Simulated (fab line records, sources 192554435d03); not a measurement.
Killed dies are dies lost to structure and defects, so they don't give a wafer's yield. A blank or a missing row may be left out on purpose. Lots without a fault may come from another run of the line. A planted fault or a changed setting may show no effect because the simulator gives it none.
Split-lot experiment | flow n5_finfet | 7 lots, 21 wafers read, on a route of 1938 steps

THE SPLIT
At N5_BEOL_M11_ILD_DEP_00 (deposits SiCOH lowk from DEMS/porogen, target thk 308.51 nm, time 58 s), the setting time_s was moved away from the recipe's 58 s on 6 of the 21 wafers read, by -9.0% to +7.0%. The other wafers ran this setting at the recipe's value.

FROM THE SPLIT TO THE READING: what the file shows between them, 1 step
- N5_BEOL_M11_CURE_71: cures SiCOH lowk, time 240 s

THE READING
M11_ILD_THK, in nm, at N5_BEOL_M11_THK_MEAS_01. Fault-free wafers of this fab line usually give 267.8 nm, standard deviation 2.9 nm.

wafer  | tool, chamber at the split | time_s as run, s | against the recipe | M11_ILD_THK, nm | against lot-mates on the recipe
L077.3 | pecvd-02, 2                | 52.79            | -9.0%              | 245.8           | -24.4
L077.5 | pecvd-02, 2                | 58               | recipe             | 271.2           | -
L077.6 | pecvd-02, 1                | 58               | recipe             | 269.3           | -
L076.3 | pecvd-04, 1                | 58               | recipe             | 265.7           | -
L076.4 | pecvd-04, 2                | 58               | recipe             | 269.4           | -
L076.6 | pecvd-04, 1                | 58               | recipe             | 269.6           | -
L078.4 | pecvd-02, 1                | 62.08            | +7.0%              | 289.5           | +19.5
L078.5 | pecvd-02, 2                | 58               | recipe             | 272.7           | -
L078.6 | pecvd-02, 1                | 58               | recipe             | 267.3           | -
L083.3 | pecvd-04, 2                | 58               | recipe             | 264.2           | -
L083.5 | pecvd-04, 2                | 55.31            | -4.6%              | 259.4           | -6.1
L083.6 | pecvd-04, 1                | 58               | recipe             | 266.8           | -
L090.3 | pecvd-02, 1                | 58               | recipe             | 262.9           | -
L090.4 | pecvd-02, 2                | 58               | recipe             | 268.2           | -
L090.6 | pecvd-02, 1                | 58               | recipe             | 267.6           | -
L094.2 | pecvd-02, 0                | 60.27            | +3.9%              | 275.3           | +3.7
L094.3 | pecvd-02, 1                | 60.27            | +3.9%              | 274.0           | +2.4
L094.4 | pecvd-02, 2                | 58               | recipe             | 271.6           | -
L082.2 | pecvd-01, 0                | 58               | recipe             | 268.8           | -
L082.4 | pecvd-01, 1                | 58               | recipe             | 271.8           | -
L082.6 | pecvd-01, 0                | 53.68            | -7.4%              | 254.5           | -15.8

THE FIT
A straight line over all 21 wafers: M11_ILD_THK changes by +2.3 nm for each +1% of time_s; r = +0.94; the points scatter about the line by 3 nm.
The same after taking each lot's own level away (the mean of its wafers on the recipe; 21 wafers): +2.21 nm for each +1%; r = +0.93; scatter 3 nm.
On that fit, the largest move of time_s shifts the reading by 20 nm.
The lots' own levels span 265.50 to 271.60 nm, that is 2.1 times the standard deviation above.
So the lot-to-lot level changes the slope little: the two slopes agree.
Check: with one of the wafers moved furthest among these (-9.0%) left out of the fit, the line predicts -17.7 nm for it against its lot-mates. It came out at -24.4 nm against them.

OTHER SPLITS ON THESE WAFERS
These wafers also went through other splits before the reading. Each is held against what the fit with the lots' levels taken away leaves over:
other split on the same wafers     | wafers away from the commonest value | r with M11_ILD_THK (lot level and that fit taken away)
N5_BEOL_M9_TRENCH_ETCH_37 source_w | 8                                    | -0.29

THE WHOLE CHAIN: every reading that the file lists as answering this split, in the file's order
step                    | what it does                                                           | reading                                                                                   | change (the file's fit)              | r (the file's)
N5_BEOL_M11_ILD_DEP_00  | deposits SiCOH lowk from DEMS/porogen, target thk 308.51 nm, time 58 s | SiCOH_lowk_of_BEOL_M11_ILD_DEP_00.thk_nm (the simulator's own value, which no gauge read) | +2.62 nm for each +1% of the setting | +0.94
N5_BEOL_M11_CURE_71     | cures SiCOH lowk, time 240 s                                           | SiCOH_lowk_of_BEOL_M11_ILD_DEP_00.thk_nm (the simulator's own value, which no gauge read) | +2.31 nm for each +1% of the setting | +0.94
N5_BEOL_M11_THK_MEAS_01 |                                                                        | M11_ILD_THK                                                                               | +2.31 for each +1% of the setting    | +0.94

THE FILE'S OWN FIT
M11_ILD_THK changes by +2.31 nm for each +1% of time_s, r = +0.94.
